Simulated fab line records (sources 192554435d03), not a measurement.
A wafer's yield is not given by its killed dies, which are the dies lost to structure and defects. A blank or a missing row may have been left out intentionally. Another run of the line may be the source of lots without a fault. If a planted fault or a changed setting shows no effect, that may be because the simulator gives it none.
A single fault, viewed from 2 desks / flow n5_finfet / each desk holds nothing but its own numbers, with what lay behind them at the end

## DESK OF THE TOOL OWNER: ald_sin-02
The tool's own readings at N5_BEOL_M4_ALD_98 (deposits SiO2, target thk 2.5 nm, pulse time 1 s, co reactant pulse time 1 s): means of the sampled wafers that have a number, for each lot that ran on this tool. If a lot's mean is further than 4 standard deviations from the usual mean, the lot is out of limits and carries the mark OUT (the distance appears in the brackets).
Columns: A = heater_power_outer_w at N5_BEOL_M4_ALD_98, usual 40 W; B = heater_power_w at N5_BEOL_M4_ALD_98, usual 78 W; C = precursor_pulse_height_rel at N5_BEOL_M4_ALD_98, usual 1.000
lot=L869; first seen here=day 8 20:16; A=40; B=76; C=0.984
lot=L871; first seen here=day 9 03:11; A=39; B=74; C=0.995
lot=L876; first seen here=day 9 11:04; A=43; B=79; C=0.986
lot=L879; first seen here=day 11 00:24; A=43; B=80; C=0.993
lot=L888; first seen here=day 13 02:56; A=42; B=76; C=1.020
Result from this desk: across the 5 lots, nothing is out of limits.

## FROM THE METROLOGY DESK
Means of the sampled wafers that have a number, per lot and without regard to the tool the lot ran on: this is what the gauges read. If a lot's mean is further than 4 standard deviations from the usual mean, the lot is out of limits and carries the mark OUT (the distance appears in the brackets). It has 10 readings; the 7 that lie furthest out on some lot are the ones shown.
Columns: A = DIBL_N at N5_BEOL_M4_RC_MEAS_101, usual 35.6 mV/V; B = DIBL_P at N5_BEOL_M4_RC_MEAS_101, usual 35.0 mV/V; C = IOFF_P at N5_BEOL_M4_RC_MEAS_101, usual 0.19 nA/um; D = ION_N at N5_BEOL_M4_RC_MEAS_101, usual 671 uA/um; E = ION_P at N5_BEOL_M4_RC_MEAS_101, usual 460 uA/um; F = VT_N at N5_BEOL_M4_RC_MEAS_101, usual 251 mV; G = VT_P at N5_BEOL_M4_RC_MEAS_101, usual -251.5 mV
lot=L869; first seen here=day 9 08:05; A=35.6; B=36.7; C=0.19; D=684; E=465; F=250; G=-251.2
lot=L871; first seen here=day 9 13:21; A=34.5; B=33.3; C=0.17; D=649; E=447; F=254; G=-254.2
lot=L872; first seen here=day 9 15:12; A=38.0; B=38.8; C=0.21; D=688; E=468; F=249; G=-253.0
lot=L875; first seen here=day 9 20:40; A=35.0; B=34.0; C=0.17; D=650; E=448; F=253; G=-255.1
lot=L876; first seen here=day 9 23:37; A=35.3; B=34.0; C=0.19; D=687; E=467; F=248; G=-250.5
lot=L878; first seen here=day 11 08:19; A=35.1; B=35.9; C=0.25; D=681; E=471; F=247; G=-246.1
lot=L879; first seen here=day 11 09:05; A=33.5; B=34.8; C=0.22; D=672; E=468; F=251; G=-247.8
lot=L888; first seen here=day 13 12:05; A=35.7; B=33.9; C=0.18; D=677; E=468; F=251; G=-251.5
lot=L890; first seen here=day 13 20:51; A=34.6; B=32.9; C=0.18; D=667; E=457; F=250; G=-252.2
Result from this desk: across the 9 lots, nothing is out of limits.

## TAKEN TOGETHER
The desk of the tool owner found nothing out of limits.
From the metrology desk's view, nothing was out of limits.

## WHAT HAD BEEN PUT IN BY THE SIMULATOR
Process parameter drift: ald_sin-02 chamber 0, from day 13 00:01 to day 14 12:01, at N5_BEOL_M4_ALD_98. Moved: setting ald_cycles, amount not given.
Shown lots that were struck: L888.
